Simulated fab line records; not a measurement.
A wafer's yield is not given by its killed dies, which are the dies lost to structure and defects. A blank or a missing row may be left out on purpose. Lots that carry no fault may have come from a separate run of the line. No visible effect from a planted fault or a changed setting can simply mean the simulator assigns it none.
fab line records	flow n5Finfet
[record] lots = 7	wafers = 19	lastDay = 18
route steps=1938 shown MOL_CONTACT_COAG@572 BEOL_M4@1111 PASSIVATION@1936
lots untouched by any fault: they come from a run of this same line in which no faults occurred
startH: start of the lot's first displayed wafer, in hours after the record's first day	waitH: time in hours since the lot's previous step	" repeats the value in the row above	L1.1+2: a row that stands for several wafers	- no value, or no start given	* or withheld: withheld	< > ~ a bound
route shown NAME@n: names a module that has steps shown in the file, with the first one's number in the route	usual: the fault-free wafers' mean and standard deviation	same: alike in all rows	chamber/n: place in a boat	sites: per-site readings	_std_site: standard deviation across them	_edge_site: mean of outer sites minus mean of inner sites	radiusMm: how far each site lies from the wafer's centre	mask NAME#n: copy n	behind: the most recent tool/chamber to have shaped the wafer	hold: the reason the lot was held/the length of the hold in hours/how it ended	device: names the non-switching transistor (n, p or np)	end of line: tests of these same wafers at the route's end	a step without rows: its recipe alone	killed: the dies lost at the first sort to structure and to defects; this is not the yield of the wafer	map: shows each die of a wafer: x if killed, . if not, _ if none is there
set.NAME: the setting the step ran with; set.NAME@STEP: the setting that earlier step ran with	model.NAME: the simulator's own value behind a step, which no gauge read
lots at some steps of the route; a table a step, a row a wafer
services: when a tool's chamber went out of use (startH, in hours from the record's first day, below 0 if earlier), for how many hours, and the reason
[[steps]]
[step N5_MOL_CONTACT_COAG_DEVELOP_83]
[recipe] developTimeS = 30	developer = TMAH	resist = CAR-EUV	rinseLiquid = surfactantRinse	dry = airSpin	devTempC = 23
[step N5_MOL_CONTACT_COAG_CD_MEAS_84]
[recipe] targetCdNm = 25.1	landingEnergyEv = 500	detector = seInlens	polarity = opening
[usual] cdNm = 25.01/0.23
lot.wafer	tool	chamber	startH	waitH	cdNm
L198.2	cdSem-02	0	117.66	-	25.00
L198.3	"	0	"	"	25.46
L198.5	"	0	"	"	25.44
L202.1	cdSem-03	0	141.56	-	25.25
L202.3	"	0	"	"	24.95
L202.6	"	0	"	"	25.18
L209.3	cdSem-01	0	188.01	-	24.73
L209.4	"	0	"	"	24.78
L210.3	cdSem-01	0	190.99	-	24.94
L210.4	"	0	"	"	24.78
L214.3	cdSem-02	0	213.90	-	24.69
L214.5	"	0	"	"	25.25
L214.6	"	0	"	"	24.92
L216.1	cdSem-01	0	224.23	-	24.82
L216.5	"	0	"	"	25.11
L216.6	"	0	"	"	25.06
L218.2	cdSem-02	0	235.58	-	25.32
L218.3	"	0	"	"	24.74
L218.6	"	0	"	"	24.55
[step N5_MOL_CONTACT_COAG_OVL_MEAS_85]
[recipe] pointsPerWafer = 522
[usual] VG_OVL = -0.4/0.7
lot.wafer	tool	chamber	startH	waitH	VG_OVL[nm]
L198.2	overlay-02	0	117.70	0.0	0.3
L198.3	"	0	"	"	-1.3
L198.5	"	0	"	"	0.1
L202.1	overlay-02	0	141.59	0.0	-1.2
L202.3	"	0	"	"	-1.2
L202.6	"	0	"	"	-1.1
L209.3	overlay-01	0	188.05	0.0	1.2
L209.4	"	0	"	"	0.0
L210.3	overlay-01	0	191.03	0.0	0.2
L210.4	"	0	"	"	-0.6
L214.3	overlay-02	0	213.94	0.0	0.1
L214.5	"	0	"	"	-0.4
L214.6	"	0	"	"	0.0
L216.1	overlay-02	0	224.26	0.0	0.6
L216.5	"	0	"	"	-0.4
L216.6	"	0	"	"	-0.5
L218.2	overlay-01	0	235.62	0.0	-1.5
L218.3	"	0	"	"	-1.3
L218.6	"	0	"	"	-0.7
[step N5_MOL_CONTACT_COAG_INSPECT_57]
[recipe] mode = adi	inspectInstrument = brightfield
[usual] rawDefectCount = 203/43
lot.wafer	tool	chamber	startH	waitH	rawDefectCount
L198.2	defectInspect-02	-	117.75	0.0	193
L198.3	"	-	"	"	133
L198.5	"	-	"	"	158
L202.1	defectInspect-02	-	141.65	0.1	245
L202.3	"	-	"	"	304
L202.6	"	-	"	"	159
L209.3	defectInspect-01	-	188.09	0.0	273
L209.4	"	-	"	"	226
L210.3	defectInspect-01	-	191.08	0.0	118
L210.4	"	-	"	"	155
L214.3	defectInspect-02	-	213.99	0.0	231
L214.5	"	-	"	"	224
L214.6	"	-	"	"	160
L216.1	defectInspect-02	-	224.32	0.1	216
L216.5	"	-	"	"	183
L216.6	"	-	"	"	199
L218.2	defectInspect-01	-	235.67	0.0	211
L218.3	"	-	"	"	248
L218.6	"	-	"	"	223
[step N5_MOL_CONTACT_COAG_DESCUM_88]
[recipe] chemistry = O2	timeS = 7	sourcePowerW = 50	biasPowerW = 20	pressureMtorr = 20	rfFrequencyHz = 2.712e+07	tempC = 40	resist = CAR-EUV	o2FlowSccm = 225
[step N5_MOL_CONTACT_COAG_ETCH_89]
[recipe] chemistry = N2/H2	target = underlayer	targetDepthA = 130	maskMaterial = CAR-EUV	timeS = 10.4	ionEnergyEv = 200	pressureMtorr = 30	sourceW = 840	biasW = 150	n2FlowSccm = 200	h2FlowSccm = 200	ends = cleared
[usual] drypumpMotorCurrentA = 5.6/0.41	etchRfOnTimeS = 10.47/0.19	oesProductAu = 0.69/0.075	rfVppV = 524.4/2.6	showerheadPlenumPTorr = 2.57/0.088	throttleValvePct = 17.76/0.21
lot.wafer	tool	chamber	startH	waitH	drypumpMotorCurrentA	etchRfOnTimeS	oesProductAu	rfHoursCounterH	rfVppV	showerheadPlenumPTorr	throttleValvePct
L198.2	rieDiel-02	1	117.82	0.0	5.4	10.66	0.58	241	525.4	2.62	18.26
L198.3	"	0	"	"	5.4	10.50	0.70	88	524.9	2.57	17.57
L198.5	"	3	"	"	5.5	10.58	0.78	-	523.4	2.50	17.84
L202.1	rieDiel-04	2	141.72	0.0	5.7	9.99	0.66	162	527.5	2.64	18.11
L202.3	"	1	"	"	5.4	10.46	0.59	249	522.1	2.52	17.91
L202.6	"	3	"	"	5.0	10.01	0.81	-	529.1	2.71	17.62
L209.3	rieDiel-05	2	188.16	0.0	5.8	10.48	0.60	199	526.2	2.62	17.41
L209.4	"	3	"	"	5.7	10.55	0.60	211	522.0	2.50	17.59
L210.3	rieDiel-02	1	191.19	0.0	5.4	10.31	0.79	9	525.6	2.61	17.87
L210.4	"	3	"	"	5.5	10.60	0.75	46	522.4	2.49	17.87
L214.3	rieDiel-04	1	214.06	0.0	5.4	10.45	0.77	16	523.4	2.51	17.56
L214.5	"	1	"	"	5.4	10.57	0.77	-	522.0	2.51	17.54
L214.6	"	2	"	"	5.7	10.24	0.62	-	528.3	2.63	18.12
L216.1	rieDiel-04	2	224.39	0.0	5.7	10.10	0.63	192	527.9	2.63	18.14
L216.5	"	0	"	"	5.9	10.52	0.63	-	523.6	2.54	17.77
L216.6	"	1	"	"	5.4	10.43	0.77	-	521.9	2.51	17.54
L218.2	rieDiel-05	2	235.89	0.0	5.8	10.36	0.59	215	524.5	2.61	17.45
L218.3	"	3	"	"	5.7	10.62	0.59	225	522.7	2.49	17.60
L218.6	"	0	"	"	5.6	10.55	0.72	-	529.0	2.70	17.85
[step N5_MOL_CONTACT_COAG_ETCH_90]
[recipe] chemistry = CF4	target = SiARC	targetDepthA = 130	maskMaterial = CAR-EUV	timeS = 21.7	ionEnergyEv = 80	pressureMtorr = 40	sourceW = 545	biasW = 36	Ar_flow_sccm = 100	cf4FlowSccm = 100	ends = cleared
[usual] drypumpMotorCurrentA = 5.6/0.41	etchRfOnTimeS = 21.8/0.39	oesProductAu = 0.69/0.076	rfVppV = 184.2/1.1	showerheadPlenumPTorr = 2.16/0.068	throttleValvePct = 15.50/0.21
lot.wafer	tool	chamber	startH	waitH	drypumpMotorCurrentA	etchRfOnTimeS	oesProductAu	rfHoursCounterH	rfVppV	showerheadPlenumPTorr	throttleValvePct
L198.2	rieDiel-02	1	117.84	0.0	5.4	22.8	0.57	241	185.4	2.20	16.00
L198.3	"	0	"	"	5.4	22.1	0.69	88	183.3	2.17	15.38
L198.5	"	3	"	"	5.5	22.0	0.77	-	182.7	2.11	15.59
L202.1	rieDiel-04	2	141.74	0.0	5.7	20.9	0.65	162	184.8	2.23	15.77
L202.3	"	1	"	"	5.4	21.9	0.58	249	184.0	2.09	15.47
L202.6	"	3	"	"	5.0	21.1	0.81	-	185.8	2.27	15.22
L209.3	rieDiel-05	2	188.18	0.0	5.8	21.5	0.60	199	184.9	2.21	15.33
L209.4	"	3	"	"	5.7	22.5	0.60	211	185.4	2.13	15.58
L210.3	rieDiel-02	1	191.21	0.0	5.4	21.3	0.79	9	185.6	2.19	15.54
L210.4	"	3	"	"	5.5	21.8	0.75	46	183.8	2.11	15.64
L214.3	rieDiel-04	1	214.07	0.0	5.4	21.8	0.77	16	184.3	2.09	15.03
L214.5	"	1	"	"	5.4	21.6	0.77	-	183.3	2.09	15.03
L214.6	"	2	"	"	5.7	20.9	0.64	-	185.6	2.22	15.83
L216.1	rieDiel-04	2	224.41	0.0	5.6	21.0	0.63	192	185.5	2.22	15.84
L216.5	"	0	"	"	5.9	21.9	0.63	-	184.0	2.13	15.55
L216.6	"	1	"	"	5.4	21.8	0.76	-	182.7	2.09	15.04
L218.2	rieDiel-05	2	235.91	0.0	5.8	22.0	0.59	215	184.1	2.20	15.35
L218.3	"	3	"	"	5.7	22.3	0.58	225	184.4	2.12	15.62
L218.6	"	0	"	"	5.6	21.9	0.71	-	184.6	2.25	15.53
[step N5_MOL_CONTACT_COAG_ALD_131]
[recipe] material = SiO2	targetThkA = 50	tempC = 100	aldPrecursorFamily = BDEAS	aldCoReactant = O2-plasma	pulseTimeS = 1	coReactantPulseTimeS = 1	purgeTimeS = 2	coReactantPurgeTimeS = 2	aldCycles = 35	pressureTorr = 2
[usual] heaterPowerW = 75/6.8	precursorPulseHeightRel = 0.998/0.019	susceptorTempC = 100.01/0.13
[same] aldCycles = 35
lot.wafer	tool	chamber	startH	waitH	heaterPowerW	precursorPulseHeightRel	susceptorTempC
L198.2	aldSin-01	1	117.92	0.1	71	1.018	99.94
L198.3	"	0	"	"	65	1.006	100.14
L198.5	"	3	"	"	72	0.979	99.91
L202.1	aldSin-04	1	141.82	0.1	75	0.986	99.92
L202.3	"	3	"	"	66	1.000	99.88
L202.6	"	2	"	"	78	0.971	99.92
L209.3	aldSin-03	2	188.78	0.6	75	1.013	100.15
L209.4	"	0	"	"	78	0.987	100.03
L210.3	aldSin-04	3	192.14	0.9	66	1.026	100.10
L210.4	"	3	"	"	67	1.016	100.19
L214.3	aldSin-01	3	214.15	0.1	74	0.984	99.98
L214.5	"	1	"	"	71	0.997	100.25
L214.6	"	0	"	"	64	1.012	99.82
L216.1	aldSin-03	1	224.51	0.1	76	0.996	99.79
L216.5	"	0	"	"	76	1.020	99.73
L216.6	"	1	"	"	75	1.003	99.85
L218.2	aldSin-04	2	235.99	0.1	80	1.035	100.13
L218.3	"	1	"	"	75	0.971	100.03
L218.6	"	0	"	"	82	0.982	99.99
[step N5_MOL_CONTACT_COAG_ETCHBACK_132]
[recipe] chemistry = CHF3	target = SiO2	targetDepthA = 100	timeS = 6.7	ionEnergyEv = 200	pressureMtorr = 30	sourceW = 610	biasW = 170	Ar_flow_sccm = 200	CHF3_flow_sccm = 50
[usual] drypumpMotorCurrentA = 5.6/0.39	oes_ar_750_au = 0.80/0.087	oes_f_703_au = 0.80/0.089	oesProductAu = 0.80/0.089	rfVppV = 523/9.1	showerheadPlenumPTorr = 2.40/0.075	throttleValvePct = 18.59/0.19
lot.wafer	tool	chamber	startH	waitH	drypumpMotorCurrentA	oes_ar_750_au	oes_f_703_au	oesProductAu	rfHoursCounterH	rfVppV	showerheadPlenumPTorr	throttleValvePct
L198.2	rieDiel-04	2	118.10	0.1	5.7	0.77	0.79	0.76	154	509	2.49	18.91
L198.3	"	0	"	"	5.9	0.76	0.75	0.78	152	524	2.38	18.57
L198.5	"	3	"	"	5.0	0.97	0.97	0.96	-	525	2.54	18.45
L202.1	rieDiel-02	2	142.00	0.1	6.6	0.76	0.75	0.77	139	526	2.29	18.55
L202.3	"	0	"	"	5.4	0.80	0.80	0.79	99	524	2.40	18.45
L202.6	"	2	"	"	6.5	0.76	0.75	0.77	-	527	2.29	18.55
L209.3	rieDiel-02	3	189.11	0.3	5.5	0.89	0.89	0.87	45	507	2.34	18.80
L209.4	"	1	"	"	5.4	0.91	0.90	0.93	8	537	2.44	18.72
L210.3	rieDiel-02	2	192.32	0.1	6.6	0.75	0.74	0.76	158	526	2.28	18.61
L210.4	"	0	"	"	5.4	0.79	0.79	0.78	120	523	2.39	18.48
L214.3	rieDiel-02	1	214.42	0.2	5.4	0.88	0.88	0.90	16	537	2.44	18.73
L214.5	"	0	"	"	5.4	0.78	0.77	0.78	-	524	2.39	18.47
L214.6	"	3	"	"	5.5	0.87	0.87	0.86	-	504	2.34	18.82
L216.1	rieDiel-04	2	224.72	0.1	5.7	0.74	0.76	0.72	192	510	2.47	18.97
L216.5	"	2	"	"	5.7	0.74	0.76	0.73	-	508	2.47	18.97
L216.6	"	3	"	"	5.0	0.89	0.90	0.87	-	527	2.53	18.52
L218.2	rieDiel-05	2	236.17	0.1	5.8	0.70	0.70	0.68	215	519	2.46	18.41
L218.3	"	1	"	"	5.4	0.93	0.93	0.94	16	522	2.33	18.54
L218.6	"	0	"	"	5.6	0.83	0.83	0.84	-	526	2.48	18.47
[step N5_MOL_CONTACT_COAG_ETCH_91]
[recipe] chemistry = N2/H2	target = SOC	targetDepthA = 600	overetchA = 210	maskMaterial = SiARC	tempC = 40	timeS = 101.2	ionEnergyEv = 200	pressureMtorr = 30	sourceW = 840	biasW = 150	n2FlowSccm = 200	h2FlowSccm = 200
[usual] drypumpMotorCurrentA = 5.6/0.39	oesProductAu = 0.67/0.072	rfVppV = 524.4/2.7	showerheadPlenumPTorr = 2.57/0.088	throttleValvePct = 17.71/0.22
lot.wafer	tool	chamber	startH	waitH	drypumpMotorCurrentA	oesProductAu	rfHoursCounterH	rfVppV	showerheadPlenumPTorr	throttleValvePct
L198.2	rieDiel-04	2	118.13	0.0	5.7	0.63	154	525.6	2.64	18.04
L198.3	"	0	"	"	5.9	0.65	152	524.8	2.55	17.70
L198.5	"	3	"	"	5.0	0.80	-	528.8	2.71	17.57
L202.1	rieDiel-02	2	142.03	0.0	6.6	0.64	139	520.6	2.43	17.67
L202.3	"	0	"	"	5.4	0.68	99	523.6	2.57	17.56
L202.6	"	2	"	"	6.6	0.64	-	520.8	2.43	17.68
L209.3	rieDiel-02	3	189.15	0.0	5.5	0.74	45	521.9	2.49	17.84
L209.4	"	1	"	"	5.4	0.76	8	527.1	2.61	17.84
L210.3	rieDiel-02	2	192.36	0.0	6.6	0.63	158	521.2	2.43	17.71
L210.4	"	0	"	"	5.4	0.66	120	523.4	2.56	17.59
L214.3	rieDiel-02	1	214.45	0.0	5.4	0.74	16	525.7	2.61	17.83
L214.5	"	0	"	"	5.4	0.65	-	523.8	2.56	17.61
L214.6	"	3	"	"	5.5	0.73	-	522.0	2.48	17.86
L216.1	rieDiel-04	2	224.75	0.0	5.8	0.61	192	526.6	2.63	18.11
L216.5	"	2	"	"	5.7	0.60	-	525.6	2.63	18.09
L216.6	"	3	"	"	5.0	0.73	-	528.0	2.69	17.65
L218.2	rieDiel-05	2	236.20	0.0	5.8	0.58	215	526.6	2.61	17.40
L218.3	"	1	"	"	5.4	0.77	16	521.8	2.50	17.78
L218.6	"	0	"	"	5.6	0.70	-	528.1	2.70	17.82
[step N5_MOL_CONTACT_COAG_STRIP_92]
[recipe] chemistry = N2/H2	tempC = 40	n2FlowSccm = 200	h2FlowSccm = 200	rfFrequencyHz = 6e+07
[step N5_MOL_CONTACT_COAG_STRIP_93]
[recipe] chemistry = N2/H2	tempC = 40	n2FlowSccm = 200	h2FlowSccm = 200	rfFrequencyHz = 6e+07
[step N5_MOL_CONTACT_COAG_ETCHBACK_135]
[recipe] chemistry = CHF3	target = SiO2	targetDepthA = 250	timeS = 16.7	ionEnergyEv = 200	pressureMtorr = 30	sourceW = 610	biasW = 170	Ar_flow_sccm = 200	CHF3_flow_sccm = 50
[usual] drypumpMotorCurrentA = 5.6/0.39	oes_ar_750_au = 0.80/0.086	oes_f_703_au = 0.80/0.088	oesProductAu = 0.80/0.089	rfVppV = 523/9	runLengthS = 40.1/0.38	showerheadPlenumPTorr = 2.40/0.075	throttleValvePct = 18.59/0.19
lot.wafer	tool	chamber	startH	waitH	drypumpMotorCurrentA	oes_ar_750_au	oes_f_703_au	oesProductAu	rfHoursCounterH	rfVppV	runLengthS	showerheadPlenumPTorr	throttleValvePct
L198.2	rieDiel-04	2	118.22	0.0	5.7	0.78	0.79	0.77	154	510	40.1	2.49	18.90
L198.3	"	0	"	"	5.9	0.77	0.76	0.78	152	524	39.8	2.38	18.54
L198.5	"	3	"	"	5.0	0.97	0.96	0.96	-	526	39.6	2.54	18.45
L202.1	rieDiel-02	2	142.12	0.0	6.6	0.76	0.75	0.77	139	527	40.2	2.29	18.55
L202.3	"	0	"	"	5.4	0.81	0.80	0.80	99	524	40.4	2.40	18.44
L202.6	"	2	"	"	6.6	0.76	0.76	0.77	-	526	40.4	2.29	18.55
L209.3	rieDiel-02	3	189.24	0.0	5.5	0.89	0.88	0.88	45	506	39.6	2.34	18.80
L209.4	"	1	"	"	5.4	0.90	0.90	0.93	8	537	37.9	2.44	18.72
L210.3	rieDiel-02	2	192.45	0.0	6.6	0.74	0.74	0.75	159	525	40.3	2.28	18.59
L210.4	"	0	"	"	5.4	0.79	0.78	0.78	120	524	38.6	2.39	18.46
L214.3	rieDiel-02	1	214.54	0.0	5.4	0.89	0.89	0.90	16	536	39.4	2.44	18.72
L214.5	"	0	"	"	5.4	0.79	0.78	0.78	-	523	39.8	2.39	18.50
L214.6	"	3	"	"	5.5	0.87	0.88	0.86	-	505	38.1	2.34	18.81
L216.1	rieDiel-04	2	224.84	0.0	5.7	0.75	0.76	0.73	192	510	40.0	2.47	18.97
L216.5	"	2	"	"	5.7	0.75	0.76	0.73	-	509	40.5	2.47	18.97
L216.6	"	3	"	"	5.0	0.89	0.89	0.87	-	524	40.0	2.53	18.51
L218.2	rieDiel-05	2	236.29	0.0	5.8	0.70	0.70	0.69	215	516	40.2	2.46	18.43
L218.3	"	1	"	"	5.4	0.93	0.93	0.93	16	522	40.3	2.33	18.53
L218.6	"	0	"	"	5.6	0.83	0.82	0.83	-	526	40.4	2.48	18.49
[step N5_MOL_CONTACT_COAG_STRIP_118]
[recipe] chemistry = CHF3	resist = SiARC	rfFrequencyHz = 6e+07
[step N5_BEOL_M4_RC_MEAS_101]
[usual] DIBL_N = 35.8/1.8	DIBL_P = 35.9/2.2	IOFF_N = 0.16/0.035	IOFF_P = 0.21/0.04	ION_N = 672/11	ION_P = 461/7.4	SS_N = 71.4/0.64	SS_P = 73.2/0.67	VT_N = 250/3.5	VT_P = -251/3.4
lot.wafer	tool	chamber	startH	waitH	DIBL_N[mV/V]	DIBL_P[mV/V]	IOFF_N[nA/um]	IOFF_P[nA/um]	ION_N[uA/um]	ION_P[uA/um]	SS_N[mV/dec]	SS_P[mV/dec]	VT_N[mV]	VT_P[mV]
L198.2	prober-02	0	183.59	0.2	31.9	29.9	0.10	0.15	648	449	70.3	72.2	257	-255
L198.3	"	0	"	"	36.8	36.2	0.18	0.24	679	465	71.6	73.2	249	-249
L198.5	"	0	"	"	36.0	36.3	0.17	0.23	674	466	71.3	72.9	249	-247
L202.1	prober-01	0	209.06	0.0	39.2	39.8	0.21	0.28	683	471	72.4	74.1	247	-248
L202.3	"	0	"	"	35.0	34.5	0.13	0.18	677	461	71.0	72.1	253	-249
L202.6	"	0	"	"	35.9	35.9	0.14	0.21	664	465	72.0	72.6	251	-253
L209.3	prober-02	0	260.16	0.3	33.4	34.4	0.13	0.21	663	464	70.4	72.6	251	-246
L209.4	"	0	"	"	37.1	38.2	0.19	0.28	664	464	71.2	73.7	247	-246
L210.3	prober-02	0	277.37	0.3	37.4	36.8	0.21	0.27	697	478	71.8	73.6	245	-244
L210.4	"	0	"	"	36.6	37.0	0.18	0.28	687	475	71.2	73.1	246	-245
L214.3	prober-01	0	285.21	0.3	39.3	38.7	0.25	0.29	697	464	72.4	73.8	243	-244
L214.5	"	0	"	"	35.6	35.2	0.15	0.20	659	456	71.4	72.9	252	-248
L214.6	"	0	"	"	35.6	35.3	0.15	0.21	674	461	71.3	73.5	248	-249
L216.1	prober-01	0	287.79	0.0	30.4	29.3	0.08	0.11	638	447	69.6	72.1	261	-257
L216.5	"	0	"	"	33.8	33.5	0.11	0.15	665	456	71.1	73.0	253	-256
L216.6	"	0	"	"	38.0	38.3	0.19	0.23	689	467	71.5	74.1	247	-249
L218.2	prober-02	0	311.90	0.2	34.7	34.3	0.12	0.19	668	464	71.0	72.5	252	-254
L218.3	"	0	"	"	34.1	33.1	0.11	0.17	656	458	71.3	72.1	254	-255
L218.6	"	0	"	"	32.9	32.5	0.10	0.17	659	462	70.3	72.9	254	-253
[step N5_PASSIVATION_PROBE_49]
[usual] defectLimitedYield = 91.0/1.5	killed_at_M0_to_M3 = 34/9.1	killed_at_M4_up = 14/5.7	killedAtContacts = 13/5.7	killedAtFrontEnd = 42/12	killedAtOther = 4/3.4	killedDies = 106/17	killedOpen = 70/13	killedShort = 34/7.5	sort_bin_5_function = 5.2/0.94	sort_bin_6_memory = 3.4/0.69	sort_bin_8_speed = 0.00/0.029	sortNPass = 1074/17	sortYieldPct = 91.0/1.5
[same] grossDies = 1180	killedAtBackSide = 0	sort_bin_4_leakage[%] = 0
lot.wafer	tool	chamber	startH	waitH	defectLimitedYield[%]	killed_at_M0_to_M3	killed_at_M4_up	killedAtContacts	killedAtFrontEnd	killedAtOther	killedDies	killedOpen	killedShort	sort_bin_5_function[%]	sort_bin_6_memory[%]	sort_bin_8_speed[%]	sortNPass	sortYieldPct[%]
L209.3	prober-02	-	359.57	0.1	93.2	19	14	4	37	6	80	47	30	3.7	2.7	0	1100	93.2
// killed by level:class
L209.3 BEOL_M4:geometricParticle:open=7 FIN_SAQP:geometricParticle:short=6 BEOL_M1:geometricParticle:open=5 BEOL_M0_SAQP:geometricParticle:open=5 STI_FIN_REVEAL:geometricParticle:open=4 DUMMY_GATE:geometricParticle:open=4 ILD0:geometricParticle:short=4 MOL_CONTACT_COAG:geometricParticle:open=4
[[services]]
tool	chamber	startH	hours	kind
aldSin-04	0	99.25	-	clean
aldSin-04	1	99.25	-	clean
aldSin-04	2	99.25	-	clean
rieDiel-04	3	103.87	1.6	repair
aldSin-01	1	118.26	2.5	repair
rieDiel-02	2	123.38	3.3	repair
rieDiel-02	3	124.20	18.9	repair
rieDiel-05	2	127.78	5.4	repair
rieDiel-04	0	133.20	5.6	repair
rieDiel-02	1	143.12	-	clean
rieDiel-02	1	143.12	-	consumableReplace:focusRing
rieDiel-02	1	143.12	20.1	scheduledDown
rieDiel-02	1	143.12	20.1	ventCycle
rieDiel-04	1	144.24	-	clean
rieDiel-04	1	144.24	-	consumableReplace:focusRing
rieDiel-04	1	144.24	17.1	scheduledDown
rieDiel-04	1	144.24	17.1	ventCycle
rieDiel-05	1	153.82	-	clean
rieDiel-05	1	153.82	-	consumableReplace:focusRing
rieDiel-05	1	153.82	20.4	scheduledDown
rieDiel-05	1	153.82	20.4	ventCycle
aldSin-03	-	174.14	0.8	repair
aldSin-01	-	180.58	6.0	pm
rieDiel-05	3	207.52	3.0	repair
[[key]]
[firstSign] step = N5_MOL_CONTACT_COAG_ETCHBACK_135	reading = runLengthS	direction = down	sigmas = 5	usual = *	struck = *
effect none on later readings
metAt N5_MOL_CONTACT_COAG_ETCHBACK_135
struckWafers L209.4,L210.4,L214.6
onsetBetween 142.12 189.24
[fault] kind = processParameterDrift	tool = rieDiel-02	chamber = -	onsetH = 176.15	steps = N5_MOL_CONTACT_COAG_ETCHBACK_135	channel = timeS	offset = *	shape = step	endH = 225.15	scope = struckWafersOnly	actsIn = *	stated = *
